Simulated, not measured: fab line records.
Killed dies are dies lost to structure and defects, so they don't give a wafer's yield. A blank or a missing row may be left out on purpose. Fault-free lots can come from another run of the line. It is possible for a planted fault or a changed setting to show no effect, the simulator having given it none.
Which tool is to blame? | flow n5_finfet | 24 wafers from 8 lots sampled at 7 of the route's 1938 steps

== WHAT THE GAUGES READ, wafer by wafer ==
N5_BEOL_M0_SAQP_CD_MEAS_40 targets a cd of 30 nm. Usual: cd_nm at 30.14 nm, with a standard deviation of 0.26.
lot  | measured     | on        | cd_nm (nm)        | flag
L851 | day 6 11:51  | cd_sem-01 | 29.51 30.15 30.27 |
L852 | day 6 15:27  | cd_sem-03 | 30.30 30.52 30.20 |
L855 | day 7 13:40  | cd_sem-01 | 30.40 29.89 29.95 |
L863 | day 9 16:02  | cd_sem-02 | 30.42 29.93 30.23 |
L866 | day 10 06:02 | cd_sem-03 | 30.22 30.09 30.26 |
L868 | day 10 21:23 | cd_sem-03 | 30.42 29.93 29.85 |
L869 | day 11 01:54 | cd_sem-01 | 30.31 30.20 30.09 |
L870 | day 11 12:15 | cd_sem-02 | 29.97 30.13 30.31 |

N5_BEOL_M0_SAQP_INSPECT_42: inspects for defects (brightfield). Usual: raw_defect_count at 355, with a standard deviation of 100.
lot  | measured     | on                | raw_defect_count | flag
L851 | day 6 11:56  | defect_inspect-01 | 298 650 536      |
L852 | day 6 15:32  | defect_inspect-01 | 959 320 451      |
L855 | day 7 13:45  | defect_inspect-01 | 841 583 430      |
L863 | day 9 16:08  | defect_inspect-01 | 397 680 290      |
L866 | day 10 06:08 | defect_inspect-02 | 475 368 254      |
L868 | day 10 21:28 | defect_inspect-01 | 309 262 250      |
L869 | day 11 01:59 | defect_inspect-02 | 249 301 322      |
L870 | day 11 12:20 | defect_inspect-02 | 423 557 283      |

N5_BEOL_M0_CUTY_INSPECT_59: inspects for defects (macro). Usual: raw_defect_count at 1.9, with a standard deviation of 1.6.
lot  | measured     | on                | raw_defect_count | flag
L851 | day 6 13:20  | defect_inspect-01 | 2 1 1            |
L852 | day 6 16:52  | defect_inspect-01 | >300 3 0         |
L855 | day 7 15:10  | defect_inspect-01 | >300 1 0         |
L863 | day 9 17:37  | defect_inspect-01 | 1 2 2            |
L866 | day 10 07:32 | defect_inspect-02 | 3 1 2            |
L868 | day 10 22:59 | defect_inspect-02 | 2 3 3            |
L869 | day 11 04:48 | defect_inspect-02 | 0 0 1            |
L870 | day 11 13:50 | defect_inspect-01 | 2 2 3            |

N5_BEOL_M4_RC_MEAS_101. Usual: DIBL_N 36.2 mV/V, standard deviation 1.7; DIBL_P 36.6 mV/V, standard deviation 1.9; IOFF_N 0.16 nA/um, standard deviation 0.032; IOFF_P 0.21 nA/um, standard deviation 0.037; ION_N 675 uA/um, standard deviation 12; ION_P 460 uA/um, standard deviation 8.1; SS_N 71.4 mV/dec, standard deviation 0.58; SS_P 73.4 mV/dec, standard deviation 0.64; VT_N 249 mV, standard deviation 3.2; VT_P -252 mV, standard deviation 3.4.
lot  | measured     | on        | DIBL_N (mV/V)  | DIBL_P (mV/V)  | IOFF_N (nA/um) | IOFF_P (nA/um) | ION_N (uA/um) | ION_P (uA/um) | SS_N (mV/dec)  | SS_P (mV/dec)  | VT_N (mV)   | VT_P (mV)      | flag
L851 | day 8 15:17  | prober-02 | 38.1 34.9 36.7 | 38.5 35.8 37.3 | 0.19 0.14 0.17 | 0.23 0.19 0.21 | 682 657 676   | 462 450 462   | 72.5 71.9 71.4 | 73.5 72.8 73.5 | 248 253 250 | -250 -253 -253 |
L852 | day 9 00:46  | prober-02 | 37.4 35.3 36.7 | 37.4 34.8 36.8 | 0.19 0.14 0.18 | 0.21 0.17 0.20 | 688 669 664   | 468 454 457   | 71.5 71.3 72.4 | 73.3 73.3 73.7 | 247 253 249 | -251 -255 -252 |
L855 | day 9 11:34  | prober-02 | 36.8 35.1 36.4 | 38.0 37.1 37.7 | 0.17 0.14 0.16 | 0.21 0.18 0.20 | 669 669 672   | 454 451 450   | 72.3 71.1 71.1 | 73.7 72.7 73.2 | 248 251 246 | -254 -251 -253 |
L863 | day 11 09:05 | prober-01 | 35.3 33.8 33.4 | 37.0 34.9 34.9 | 0.17 0.14 0.13 | 0.18 0.15 0.15 | 685 671 654   | 454 444 442   | 71.2 71.3 70.9 | 73.0 73.1 72.6 | 249 250 250 | -258 -260 -259 |
L866 | day 12 03:40 | prober-01 | 34.6 36.3 36.0 | 34.0 37.4 36.6 | 0.14 0.16 0.15 | 0.15 0.19 0.17 | 679 667 680   | 461 451 455   | 70.6 71.6 72.1 | 73.0 73.7 73.5 | 249 250 250 | -256 -254 -256 |
L868 | day 12 22:44 | prober-02 | 36.8 36.7 37.9 | 36.1 35.8 37.3 | 0.13 0.15 0.15 | 0.19 0.18 0.20 | 656 683 671   | 448 457 461   | 71.4 71.7 71.1 | 72.4 72.7 73.7 | 253 252 250 | -255 -256 -252 |
L869 | day 13 02:18 | prober-02 | 36.0 37.7 37.8 | 35.2 37.2 37.0 | 0.16 0.18 0.19 | 0.22 0.24 0.25 | 677 697 692   | 469 471 472   | 70.8 71.9 71.6 | 73.1 73.8 73.7 | 249 247 248 | -249 -246 -247 |
L870 | day 13 07:38 | prober-01 | 38.3 37.1 36.5 | 39.7 37.1 36.0 | 0.20 0.18 0.17 | 0.26 0.22 0.21 | 692 682 682   | 470 466 466   | 71.9 71.8 71.2 | 74.3 74.0 73.5 | 247 248 248 | -247 -251 -250 |

== EACH LOT AND THE TOOL THAT RAN IT (in order: tool; ch and the chambers of the sampled wafers; start) ==
lot  | N5_BEOL_M0_SAQP_MANDREL_ETCH_20  | N5_BEOL_M0_SAQP_ETCH_106          | N5_BEOL_M0_SAQP_STRIP_108
L851 | rie_si-02 ch 0,2, day 6 08:19    | rie_diel-03 ch 0,1,3, day 6 10:29 | rie_diel-03 ch 0,1,3, day 6 10:35
L852 | rie_si-02 ch 0,2,3, day 6 12:06  | rie_diel-02 ch 0,2,3, day 6 14:05 | rie_diel-02 ch 0,2,3, day 6 14:11
L855 | rie_si-02 ch 1,2,3, day 7 09:37  | rie_diel-02 ch 0,2, day 7 11:39   | rie_diel-02 ch 0,2, day 7 11:45
L863 | rie_si-05 ch 0,1,2, day 9 11:48  | rie_diel-01 ch 0,3, day 9 14:38   | rie_diel-01 ch 0,3, day 9 14:44
L866 | rie_si-02 ch 1,2,3, day 10 02:33 | rie_diel-03 ch 1,3, day 10 04:34  | rie_diel-03 ch 1,3, day 10 04:40
L868 | rie_si-02 ch 0,3, day 10 17:08   | rie_diel-03 ch 0,1, day 10 19:14  | rie_diel-03 ch 0,1, day 10 19:20
L869 | rie_si-02 ch 0,2,3, day 10 22:00 | rie_diel-02 ch 1,3, day 11 00:25  | rie_diel-02 ch 1,3, day 11 00:31
L870 | rie_si-05 ch 1,2,3, day 11 06:32 | rie_diel-03 ch 1,2, day 11 09:18  | rie_diel-03 ch 1,2, day 11 09:24
- N5_BEOL_M0_SAQP_MANDREL_ETCH_20: etches a-Si in HBr/Cl2, stops on SiNx, target depth 60 nm, bt time 10 s, time 30 s.
- N5_BEOL_M0_SAQP_ETCH_106: etches SOC in N2/H2, stops on SiNx, target depth 150 nm.
- N5_BEOL_M0_SAQP_STRIP_108: strips in N2/H2.

== WHAT THE TOOLS THEMSELVES READ (means of the sampled wafers that have a number; where no wafer has one, the mark that the record gives instead) ==
N5_BEOL_M0_SAQP_MANDREL_ETCH_20. Usual: drypump_motor_current_A 5.6 A, standard deviation 0.5; oes_product_au 0.778 a.u., standard deviation 0.012; throttle_valve_pct 35.6 %, standard deviation 0.37.
lot  | tool      | drypump_motor_current_A (A) | oes_product_au (a.u.) | throttle_valve_pct (%) | flag
L851 | rie_si-02 | 5.4                         | 0.785                 | 35.9                   |
L852 | rie_si-02 | 5.8                         | 0.769                 | 35.6                   |
L855 | rie_si-02 | 5.7                         | 0.773                 | 35.6                   |
L863 | rie_si-05 | 5.2                         | 0.774                 | 35.6                   |
L866 | rie_si-02 | 5.7                         | 0.771                 | 35.6                   |
L868 | rie_si-02 | 5.8                         | 0.780                 | 35.6                   |
L869 | rie_si-02 | 5.8                         | 0.777                 | 35.6                   |
L870 | rie_si-05 | 5.2                         | 0.776                 | 35.7                   |

N5_BEOL_M0_SAQP_ETCH_106. Usual: drypump_motor_current_A 5.9 A, standard deviation 0.49; n2_flow_sccm 200.0 sccm, standard deviation 0.63; oes_product_au 0.77 a.u., standard deviation 0.084; rf_vpp_V 241.3 V, standard deviation 1.2; showerhead_plenum_p_Torr 2.59 Torr, standard deviation 0.064; throttle_valve_pct 17.77 %, standard deviation 0.22.
lot  | tool        | drypump_motor_current_A (A) | n2_flow_sccm (sccm) | oes_product_au (a.u.) | rf_vpp_V (V) | showerhead_plenum_p_Torr (Torr) | throttle_valve_pct (%) | flag
L851 | rie_diel-03 | 6.3                         | 200.1               | 0.75                  | 241.6        | 2.62                            | 17.94                  |
L852 | rie_diel-02 | 5.7                         | 200.3               | 0.71                  | 240.4        | 2.52                            | 17.94                  |
L855 | rie_diel-02 | 5.5                         | 200.3               | 0.70                  | 240.8        | 2.58                            | 17.95                  |
L863 | rie_diel-01 | 6.0                         | 200.4               | 0.83                  | 240.3        | 2.56                            | 17.75                  |
L866 | rie_diel-03 | 6.0                         | 199.8               | 0.71                  | 242.0        | 2.64                            | 17.95                  |
L868 | rie_diel-03 | 6.5                         | 200.1               | 0.73                  | 241.7        | 2.58                            | 17.98                  |
L869 | rie_diel-02 | 5.7                         | 200.2               | 0.80                  | 241.1        | 2.59                            | 17.56                  |
L870 | rie_diel-03 | 5.3                         | 199.9               | 0.80                  | 240.4        | 2.54                            | 17.65                  |

N5_BEOL_M0_SAQP_STRIP_108. Usual: drypump_motor_current_A 5.9 A, standard deviation 0.49; n2_flow_sccm 300.0 sccm, standard deviation 0.95; oes_product_au 0.78 a.u., standard deviation 0.086; rf_vpp_V 122.2 V, standard deviation 0.85; showerhead_plenum_p_Torr 3.42 Torr, standard deviation 0.081; temp_c 39.99 C, standard deviation 0.12; throttle_valve_pct 18.9 %, standard deviation 0.35.
lot  | tool        | drypump_motor_current_A (A) | n2_flow_sccm (sccm) | oes_product_au (a.u.) | rf_vpp_V (V) | showerhead_plenum_p_Torr (Torr) | temp_c (C) | throttle_valve_pct (%) | flag
L851 | rie_diel-03 | 6.3                         | 300.1               | 0.75                  | 123.4        | 3.46                            | 39.97      | 19.2                   |
L852 | rie_diel-02 | 5.7                         | 300.0               | 0.71                  | 121.9        | 3.33                            | 40.04      | 19.0                   |
L855 | rie_diel-02 | 5.6                         | 299.4               | 0.71                  | 122.5        | 3.41                            | 39.91      | 19.1                   |
L863 | rie_diel-01 | 6.0                         | 300.0               | 0.85                  | 122.2        | 3.38                            | 39.83      | 18.9                   |
L866 | rie_diel-03 | 6.1                         | 301.2               | 0.73                  | 122.8        | 3.48                            | 39.99      | 19.0                   |
L868 | rie_diel-03 | 6.5                         | 300.0               | 0.75                  | 122.4        | 3.41                            | 39.92      | 19.3                   |
L869 | rie_diel-02 | 5.7                         | 299.2               | 0.80                  | 122.2        | 3.42                            | 40.13      | 18.5                   |
L870 | rie_diel-03 | 5.3                         | 301.0               | 0.82                  | 121.4        | 3.35                            | 39.84      | 18.6                   |

== THE ANSWER, worked out from the rows above alone ==
Rule: a lot counts as off when the mean over its wafers that have a number is more than 3 standard deviations away from the usual mean. Also off: a lot with no number at a reading for which 4 or more lots have one. All remaining lots with rows at the step are treated as sound. The gauges are gone through in route order, then the tools' own readings, and for those a lot's mean is taken as printed above. The first step at which some lot is off is used, and at that step the reading that is off furthest; a lot without a number counts as furthest.
Across all readings shown, no lot is off: no conclusion can be drawn from this.

== WHAT HAD BEEN PUT IN BY THE SIMULATOR ==
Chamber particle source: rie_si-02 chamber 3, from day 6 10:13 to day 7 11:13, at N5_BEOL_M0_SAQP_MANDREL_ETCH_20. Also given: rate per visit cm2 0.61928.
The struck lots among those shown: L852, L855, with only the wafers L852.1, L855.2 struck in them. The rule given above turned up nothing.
